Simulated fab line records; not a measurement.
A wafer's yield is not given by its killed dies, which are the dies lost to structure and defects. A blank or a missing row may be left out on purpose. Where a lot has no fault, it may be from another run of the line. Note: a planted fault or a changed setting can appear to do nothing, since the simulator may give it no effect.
Matching of chambers | flow nand_harc | NHARC_A_STAIRCASE_TRIM_196 on rie_diel-13: 4 sister chambers
The step chemistry O2, time 211.2 s. 16 wafers are shown with their chamber, then 8 later ones without.

## WAFERS WITH THEIR CHAMBER
wafer  | chamber | showerhead_plenum_p_Torr (Torr) | drypump_motor_current_A (A) | oes_product_au (a.u.)
L074.1 | 0       | 3.52                            | 6.0                         | 0.975
L074.2 | 3       | 3.30                            | 6.1                         | 0.988
L074.6 | 1       | 3.38                            | 5.8                         | 0.999
L084.1 | 3       | 3.29                            | 6.1                         | 1.029
L084.2 | 2       | 3.77                            | 5.2                         | 0.985
L084.6 | 2       | 3.77                            | 5.2                         | 0.979
L083.1 | 3       | 3.29                            | 6.1                         | 1.030
L083.5 | 0       | 3.51                            | 5.9                         | 0.993
L083.6 | 3       | 3.29                            | 6.1                         | 1.031
L083.2 | 1       | 3.37                            | 5.8                         | 1.008
L083.3 | 2       | 3.77                            | 5.2                         | 0.992
L083.4 | 0       | 3.51                            | 5.9                         | 0.991
L085.2 | 2       | 3.77                            | 5.2                         | 0.984
L085.3 | 0       | 3.51                            | 5.9                         | 0.981
L085.4 | 1       | 3.37                            | 5.8                         | 1.006
L085.1 | 3       | 3.29                            | 6.1                         | 1.030

SIGNATURES (averages over the wafers above)
reading                  | chamber 0 | chamber 1 | chamber 2 | chamber 3 | scatter within a chamber
showerhead_plenum_p_Torr | 3.5125    | 3.3733    | 3.7700    | 3.2920    | 0.0043
drypump_motor_current_A  | 5.925     | 5.800     | 5.200     | 6.100     | 0.025
oes_product_au           | 0.98500   | 1.00433   | 0.98500   | 1.02160   | 0.0121
Rule: distance of a wafer from a chamber = root of the sum over the readings of ((wafer's reading minus chamber's mean) / reading's scatter) squared. If the next closest chamber is less than 2 further off than the closest, the wafer can't be placed; otherwise it belongs to the closest. The scatter: the root of (the sum of the squares of (reading less its chamber's mean) over the shown wafers, divided by (wafers less chambers)).

## WAFERS WHOSE CHAMBER IS MISSING
wafer  | showerhead_plenum_p_Torr (Torr) | drypump_motor_current_A (A) | oes_product_au (a.u.)
L085.5 | 3.77                            | 5.2                         | 1.000
L085.6 | 3.29                            | 6.1                         | 1.031
L086.1 | 3.50                            | 5.9                         | 0.982
L086.2 | 3.36                            | 5.8                         | 0.995
L086.4 | 3.29                            | 6.1                         | 1.029
L086.3 | 3.76                            | 5.2                         | 0.983
L086.5 | 3.77                            | 5.2                         | 0.981
L086.6 | 3.36                            | 5.8                         | 1.003

## THE CHAMBER EACH PASSED THROUGH
wafer  | from the rows above | in truth
L085.5 | 2                   | 2
L085.6 | 3                   | 3
L086.1 | 0                   | 0
L086.2 | 1                   | 1
L086.4 | 3                   | 3
L086.3 | 2                   | 2
L086.5 | 2                   | 2
L086.6 | 1                   | 1
Correctly placed: 8 of 8. Not placeable from these rows: 0. Number placed wrongly: 0.
